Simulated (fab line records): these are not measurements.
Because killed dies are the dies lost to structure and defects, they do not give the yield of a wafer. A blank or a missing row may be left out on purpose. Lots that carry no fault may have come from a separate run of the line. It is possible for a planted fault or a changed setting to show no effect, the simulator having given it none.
One fault seen from 2 desks / flow n5_finfet / each desk has only its own numbers; what lay behind them comes last

## FOR THE TOOL OWNER'S DESK: rie_diel-02
The tool's own readings at N5_BEOL_M11_ETCH_66 (etches SOC in N2/H2, target depth 120 nm, overetch 24 nm, time 180 s): means of the sampled wafers that have a number, for each lot that ran on this tool. The brackets show how far a lot's mean lies from the usual mean; more than 4 standard deviations puts the lot out of limits, marked OUT.
Columns: A = drypump_motor_current_A at N5_BEOL_M11_ETCH_66, usual 5.9 A; B = oes_product_au at N5_BEOL_M11_ETCH_66, usual 0.67 a.u.; C = rf_vpp_V at N5_BEOL_M11_ETCH_66, usual 524.0 V; D = run_length_s at N5_BEOL_M11_ETCH_66, usual 203.5 s; E = showerhead_plenum_p_Torr at N5_BEOL_M11_ETCH_66, usual 2.55 Torr; F = throttle_valve_pct at N5_BEOL_M11_ETCH_66, usual 17.76 %
lot=L583; first seen here=day 10 06:14; A=6.0; B=0.68; C=525.6; D=203.3; E=2.59; F=17.77
lot=L591; first seen here=day 13 01:50; A=6.3; B=0.67; C=523.1; D=203.2; E=2.50; F=17.90
lot=L593; first seen here=day 13 09:31; A=5.4; B=0.73; C=526.3; D=202.6; E=2.62; F=17.64
lot=L599; first seen here=day 15 05:04; A=5.5; B=0.66; C=527.3; D=214.3 (+28) OUT; E=2.63; F=17.67
lot=L603; first seen here=day 15 20:34; A=6.7; B=0.58; C=523.8; D=220.1 (+43) OUT; E=2.54; F=18.06
lot=L601; first seen here=day 16 02:23; A=6.3; B=0.60; C=522.5; D=220.1 (+43) OUT; E=2.50; F=17.95
This desk finds L599, L601, L603 out of limits, L599 being first, at day 15 05:04 (run_length_s at N5_BEOL_M11_ETCH_66). L583, L591, L593: within limits.

## AT THE METROLOGY DESK
Lot by lot, what the gauges showed, no matter which tool ran the lot: averages of those sampled wafers that carry a number. The brackets show how far a lot's mean lies from the usual mean; more than 4 standard deviations puts the lot out of limits, marked OUT.
Columns: A = cd_nm at N5_BEOL_M11_CD_MEAS_18, usual 70.2 nm; B = cd_nm at N5_BEOL_M11_CD_MEAS_28, usual 70.8 nm
lot=L583; first seen here=day 10 05:38; A=70.6; B=69.9
lot=L584; first seen here=day 10 14:36; A=70.4; B=70.7
lot=L586; first seen here=day 11 12:30; A=70.4; B=68.8
lot=L591; first seen here=day 13 01:20; A=69.2; B=71.4
lot=L593; first seen here=day 13 08:15; A=70.3; B=70.4
lot=L592; first seen here=day 13 11:01; A=71.1; B=68.6
lot=L595; first seen here=day 13 16:35; A=70.1; B=70.6
lot=L599; first seen here=day 15 00:50; A=70.2; B=71.1
lot=L603; first seen here=day 15 18:29; A=70.7; B=70.3
lot=L601; first seen here=day 16 01:10; A=70.0; B=70.5
lot=L604; first seen here=day 16 21:47; A=70.0; B=70.9
This desk's finding: nothing out of limits on any of the 11 lots.

## TAKEN TOGETHER
The tool owner's desk had the chance to raise an alarm at day 15 05:04 on L599, L601, L603.
The metrology desk saw nothing out of limits.
The metrology desk holds a record of L599, L601, L603, inside its limits.
Every lot named ran N5_BEOL_M11_ETCH_66 on rie_diel-02.

## WHAT THE SIMULATOR PUT IN
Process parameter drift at N5_BEOL_M11_ETCH_66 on rie_diel-02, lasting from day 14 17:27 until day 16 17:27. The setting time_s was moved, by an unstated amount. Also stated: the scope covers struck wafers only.
Lots struck among those shown: L599, L601, L603.
How many hours passed from the start of the fault until each desk's first out-of-limits reading: the tool owner's desk, 12.
